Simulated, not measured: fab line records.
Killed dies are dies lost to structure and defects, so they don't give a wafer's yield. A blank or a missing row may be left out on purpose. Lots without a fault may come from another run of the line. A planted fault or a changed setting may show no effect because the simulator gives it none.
Problem report in the 8D (eight disciplines) form, filled by code || flow nand harc || the parts of the form that need people (team, actions taken, sign-off) are left out

## 1. WHAT IS WRONG
Wafers without a fault read 26, standard deviation 10; killed at array at NHARC_END_SORT_01 reads a mean of 675 on 2 wafers belonging to 2 lots. That is +65 standard deviations from the usual mean.
Earliest sighting: wafer L151.2 on prober-01 at day 23 07:02. At this step, 6 wafers from 2 lots have a number in the record. The rule behind "out" and "out of limits": a value lying over 4 standard deviations away from the usual mean. The rest of the wafers with a number are treated as sound.

## 2. WHAT IT IS AND WHAT IT IS NOT
{"question": "which readings at this step", "is": "killed at array, killed dies", "is not": "killed at other, killed at periphery, killed open, killed short"}
{"question": "which lots", "is": "L151, L152", "is not": "-"}
{"question": "which wafers of those lots", "is": "L151.2, L152.1", "is not": "L151.3, L151.5, L152.4, L152.5"}
{"question": "read on which gauges", "is": "prober-01", "is not": "-"}
{"question": "when", "is": "from day 23 07:02", "is not": "up to then (0 sound wafers); but 4 sound wafers of L151, L152 came after"}

## 3. SUSPECTS, AND WHAT RULES EACH OUT
Counting: a tool at a process step up to the reading stays a suspect if it ran every lot that is out. Sound lots after the first of them don't rule it out here, since some wafers of a struck lot are sound.
- the gauge at NHARC_END_SORT_01: kept. All the wafers that are out were read on prober-01, and no step on other tools shows them out.
- rie diel-10 at NHARC_A_SGD_CUT_ETCHBACK_24 (etches the open film in CH3F/O2, target depth 50 nm, time 92.857 s): kept. It ran every lot that is out, first L151 (day 18 04:53).
- rie diel-10 at NHARC_A_SGD_CUT_STRIP_28 (strips in O2, time 20 s): kept. It ran every lot that is out, first L151 (day 18 12:44). Because NHARC_A_SGD_CUT_STRIP_28 lacks a start for some lots, the hours and order of its lots are taken from NHARC_A_SLIT_CD_MEAS_21.
- ald metal-02 at NHARC_A_WL_FILL_ALD_19 (deposits TiN, target thk 2 nm, pulse time 3 s, ald cycles 100): kept. It ran every lot that is out, first L151 (day 19 20:22).
- In ald metal-02 at NHARC_A_WL_FILL_ALD_19, the wafers that are out were processed in chamber 0 and their sound lot-mates in chambers 1, 2, 3.
Left after counting: rie diel-10 at NHARC_A_SGD_CUT_ETCHBACK_24, rie diel-10 at NHARC_A_SGD_CUT_STRIP_28, ald metal-02 at NHARC_A_WL_FILL_ALD_19, prober-01 at NHARC_END_SORT_01.

## 4. THE CAUSE (what the simulator had put in)
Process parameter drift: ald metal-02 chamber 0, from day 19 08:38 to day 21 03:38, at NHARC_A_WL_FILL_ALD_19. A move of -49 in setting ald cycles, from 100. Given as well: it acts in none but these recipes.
4 suspects survive the count, and this tool is in that group.

## 5. SEQUENCE OF EFFECTS, ordered by route
Each row: a reading whose mean over the struck wafers that have a number lies more than 3 standard deviations from the usual. Only readings whose record carries a usual standard deviation are examined. hours: median over the lots of the time between each lot's start at the first step of this table that gives one and its start at this step. sigmas: the change, counted in usual standard deviations.
{"hours": 0, "step": "NHARC_END_SORT_01", "reading": "killed at array", "usual": 26, "on struck wafers": 675, "change": "+649", "sigmas": "+65"}
{"hours": 0, "step": "NHARC_END_SORT_01", "reading": "killed dies", "usual": 29, "on struck wafers": 677, "change": "+648", "sigmas": "+59"}

## 6. WHAT WOULD HAVE CAUGHT IT SOONER
The first out-of-limits reading at a measuring or inspecting step in this record came at day 23 07:02, 94 hours after the fault's start at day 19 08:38.
No tool reading at NHARC_A_WL_FILL_ALD_19 that has a usual standard deviation in the record was out on any struck wafer, so an alarm limit of 4 standard deviations on those readings would not have fired.
Lots out: 2; all had begun NHARC_A_WL_FILL_ALD_19 on ald metal-02 by day 23 07:02. Had the tool been put on hold then, not one of them would have been saved.
